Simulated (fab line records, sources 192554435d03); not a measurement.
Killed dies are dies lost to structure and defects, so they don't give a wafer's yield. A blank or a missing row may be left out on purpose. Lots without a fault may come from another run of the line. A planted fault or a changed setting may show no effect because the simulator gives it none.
Chamber matching | flow n5_finfet | N5_MOL_CONTACT_COAG_CONTACT_ETCH_14 on rie_diel-03: 4 sister chambers
The step etches SiO2 in C4F6/O2, target depth 27.5 nm, overetch 8.5 nm, time 20 s. 22 wafers are shown with their chamber, then 11 later ones without.

WAFERS WITH THEIR CHAMBER
wafer  | chamber | showerhead_plenum_p_Torr (Torr) | drypump_motor_current_A (A) | throttle_valve_pct (%)
L074.1 | 2       | 2.99                            | 5.95                        | 21.22
L074.4 | 1       | 2.80                            | 5.79                        | 21.44
L074.6 | 0       | 2.86                            | 5.54                        | 21.23
L076.2 | 0       | 2.86                            | 5.56                        | 21.21
L076.4 | 1       | 2.80                            | 5.76                        | 21.43
L076.6 | 2       | 2.99                            | 5.96                        | 21.23
L078.2 | 3       | 2.79                            | 5.65                        | 21.21
L078.4 | 0       | 2.85                            | 5.51                        | 21.23
L078.5 | 2       | 2.98                            | 5.98                        | 21.27
L085.2 | 2       | 2.98                            | 5.97                        | 21.26
L085.3 | 1       | 2.79                            | 5.80                        | 21.47
L085.4 | 0       | 2.85                            | 5.51                        | 21.26
L088.2 | 2       | 2.98                            | 5.96                        | 21.25
L088.5 | 1       | 2.79                            | 5.77                        | 21.48
L088.6 | 0       | 2.85                            | 5.52                        | 21.25
L090.3 | 0       | 2.84                            | 5.51                        | 21.25
L090.4 | 3       | 2.78                            | 5.63                        | 21.23
L090.6 | 2       | 2.97                            | 5.94                        | 21.27
L091.3 | 2       | 2.97                            | 5.98                        | 21.26
L091.4 | 3       | 2.78                            | 5.68                        | 21.24
L091.5 | 2       | 2.97                            | 5.97                        | 21.28
L092.1 | 2       | 2.97                            | 5.99                        | 21.29

SIGNATURES (means of the wafers above)
reading                  | chamber 0 | chamber 1 | chamber 2 | chamber 3 | scatter within a chamber
showerhead_plenum_p_Torr | 2.8517    | 2.7950    | 2.9778    | 2.7833    | 0.00747
drypump_motor_current_A  | 5.5250    | 5.7800    | 5.9667    | 5.6533    | 0.0189
throttle_valve_pct       | 21.2383   | 21.4550   | 21.2589   | 21.2267   | 0.021
Rule: a wafer's distance from a chamber is the root of the sum, over the readings, of the square of ((its reading less the chamber's mean) divided by the reading's scatter). The wafer belongs to the nearest chamber; if the next one is less than 2 further off, it can't be placed. The scatter: the root of (the sum of the squares of (reading less its chamber's mean) over the shown wafers, divided by (wafers less chambers)).

WAFERS WITHOUT THEIR CHAMBER
wafer  | showerhead_plenum_p_Torr (Torr) | drypump_motor_current_A (A) | throttle_valve_pct (%)
L092.2 | 2.84                            | 5.51                        | 21.27
L092.3 | 2.78                            | 5.67                        | 21.25
L092.4 | 2.79                            | 5.78                        | 21.47
L092.5 | 2.84                            | 5.53                        | 21.27
L092.6 | 2.78                            | 5.67                        | 21.25
L096.1 | 2.78                            | 5.77                        | 21.49
L096.2 | 2.78                            | 5.66                        | 21.27
L096.5 | 2.78                            | 5.76                        | 21.50
L097.4 | 2.78                            | 5.78                        | 21.50
L097.5 | 2.78                            | 5.64                        | 21.27
L097.6 | 2.84                            | 5.53                        | 21.28

WHICH CHAMBER EACH WENT THROUGH
wafer  | from the rows above | in truth
L092.2 | 0                   | 0
L092.3 | 3                   | 3
L092.4 | 1                   | 1
L092.5 | 0                   | 0
L092.6 | 3                   | 3
L096.1 | 1                   | 1
L096.2 | 3                   | 3
L096.5 | 1                   | 1
L097.4 | 1                   | 1
L097.5 | 3                   | 3
L097.6 | 0                   | 0
Placed correctly: 11 of 11. Can't be placed from these rows: 0. Placed wrongly: 0.
